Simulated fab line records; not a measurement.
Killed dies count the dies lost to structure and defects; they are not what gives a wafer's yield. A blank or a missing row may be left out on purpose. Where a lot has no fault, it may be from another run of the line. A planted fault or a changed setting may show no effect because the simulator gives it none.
Which tool did it? :: flow n5 finfet :: Sampling: 9 lots, 25 wafers, 4 of 1938 route steps

== WHAT THE GAUGES SHOWED, per wafer ==
N5_BEOL_M0_SAQP_CD_MEAS_25: the cd target is 13.1 nm.
lot: L624
measured: day 6 04:16
on: cd sem-02
cd nm (nm): 12.96 12.43 12.90

lot: L625
measured: day 6 07:40
on: cd sem-02
cd nm (nm): 12.86 12.95 12.61

lot: L626
measured: day 6 10:23
on: cd sem-03
cd nm (nm): 12.77 12.62 13.26

lot: L629
measured: day 7 10:17
on: cd sem-03
cd nm (nm): 12.82 16.33

lot: L630
measured: day 7 16:26
on: cd sem-01
cd nm (nm): 13.00 13.00 12.89

lot: L631
measured: day 8 02:04
on: cd sem-03
cd nm (nm): 12.92 16.39

lot: L641
measured: day 10 10:35
on: cd sem-02
cd nm (nm): 12.70 13.05 12.72

lot: L642
measured: day 10 15:56
on: cd sem-02
cd nm (nm): 13.02 13.03 12.57

lot: L643
measured: day 10 16:23
on: cd sem-01
cd nm (nm): 12.79 12.78 12.77

== WHICH TOOL RAN EACH LOT (tool, then ch and the chambers of the sampled wafers, then the start) ==
lot: L624
N5_BEOL_M0_SAQP_DESCUM_19: rie diel-05 ch 0,1,2, day 6 02:41
N5_BEOL_M0_SAQP_STRIP_86: rie diel-02 ch 0,3, day 6 03:04
N5_BEOL_M0_SAQP_SPACER1_ALD_98: ald sin-01 ch 0,2,3, day 6 03:36

lot: L625
N5_BEOL_M0_SAQP_DESCUM_19: rie diel-06 ch 0,1,3, day 6 06:07
N5_BEOL_M0_SAQP_STRIP_86: rie diel-06 ch 0,1,2, day 6 06:29
N5_BEOL_M0_SAQP_SPACER1_ALD_98: ald sin-02 ch 0,2,3, day 6 07:00

lot: L626
N5_BEOL_M0_SAQP_DESCUM_19: rie diel-06 ch 0,1,2, day 6 08:37
N5_BEOL_M0_SAQP_STRIP_86: rie diel-06 ch 2,3, day 6 09:00
N5_BEOL_M0_SAQP_SPACER1_ALD_98: ald sin-02 ch 0,1,3, day 6 09:43

lot: L629
N5_BEOL_M0_SAQP_DESCUM_19: rie diel-02 ch 0,1, day 7 08:34
N5_BEOL_M0_SAQP_STRIP_86: rie diel-05 ch 0,3, day 7 09:04
N5_BEOL_M0_SAQP_SPACER1_ALD_98: ald sin-02 ch 2,3, day 7 09:37

lot: L630
N5_BEOL_M0_SAQP_DESCUM_19: rie diel-06 ch 0,1,2, day 7 14:51
N5_BEOL_M0_SAQP_STRIP_86: rie diel-06 ch 1,2, day 7 15:14
N5_BEOL_M0_SAQP_SPACER1_ALD_98: ald sin-01 ch 2,3, day 7 15:46

lot: L631
N5_BEOL_M0_SAQP_DESCUM_19: rie diel-02 ch 0,1, day 8 00:20
N5_BEOL_M0_SAQP_STRIP_86: rie diel-06 ch 0,1, day 8 00:43
N5_BEOL_M0_SAQP_SPACER1_ALD_98: ald sin-02 ch 1,2, day 8 01:14

lot: L641
N5_BEOL_M0_SAQP_DESCUM_19: rie diel-05 ch 0,3, day 10 08:46
N5_BEOL_M0_SAQP_STRIP_86: rie diel-05 ch 0,3, day 10 09:13
N5_BEOL_M0_SAQP_SPACER1_ALD_98: ald sin-01 ch 1,3, day 10 09:55

lot: L642
N5_BEOL_M0_SAQP_DESCUM_19: rie diel-05 ch 1,2, day 10 12:52
N5_BEOL_M0_SAQP_STRIP_86: rie diel-02 ch 0,1, day 10 13:14
N5_BEOL_M0_SAQP_SPACER1_ALD_98: ald sin-03 ch 0,1, day 10 15:14

lot: L643
N5_BEOL_M0_SAQP_DESCUM_19: rie diel-05 ch 0,1,3, day 10 14:26
N5_BEOL_M0_SAQP_STRIP_86: rie diel-02 ch 0,1,3, day 10 14:50
N5_BEOL_M0_SAQP_SPACER1_ALD_98: ald sin-01 ch 0,2,3, day 10 15:38
- N5_BEOL_M0_SAQP_DESCUM_19: chemistry O2, time 7.9 s.
- N5_BEOL_M0_SAQP_STRIP_86: strips in N2/H2.
- N5_BEOL_M0_SAQP_SPACER1_ALD_98: deposits SiO2, target thk 12.8 nm, pulse time 1 s, purge time 2 s.

== THE ANSWER, worked out from the rows above alone ==
Rule: usual is defined by the lots themselves. The widest of any qualifying gaps counts: lots, ordered by their means at a reading, are off when they make up no more than a third of the lots, leave a main group of 4 or more, and stand apart from it by 3 or more times the standard deviation of that group's means. If all means in a main group match to the digits the tables above print for the reading, that group is not used. Also off: a lot with no number at a reading for which 4 or more lots have one. The other lots that the step has rows for count as sound.
Off, at N5_BEOL_M0_SAQP_CD_MEAS_25 on cd nm: L629, L631. For the main group the mean is 12.84 nm and the standard deviation 0.064.
A tool fits if, at a process step before that reading, it ran every lot that is off, and no sound lot after the first of them. Gauges at N5_BEOL_M0_SAQP_CD_MEAS_25: tried the same way as those tools. Can't be told from this: 3 tools fit, rie diel-02 at N5_BEOL_M0_SAQP_DESCUM_19, ald sin-02 at N5_BEOL_M0_SAQP_SPACER1_ALD_98, cd sem-03 at N5_BEOL_M0_SAQP_CD_MEAS_25.

== WHAT THE SIMULATOR PUT IN ==
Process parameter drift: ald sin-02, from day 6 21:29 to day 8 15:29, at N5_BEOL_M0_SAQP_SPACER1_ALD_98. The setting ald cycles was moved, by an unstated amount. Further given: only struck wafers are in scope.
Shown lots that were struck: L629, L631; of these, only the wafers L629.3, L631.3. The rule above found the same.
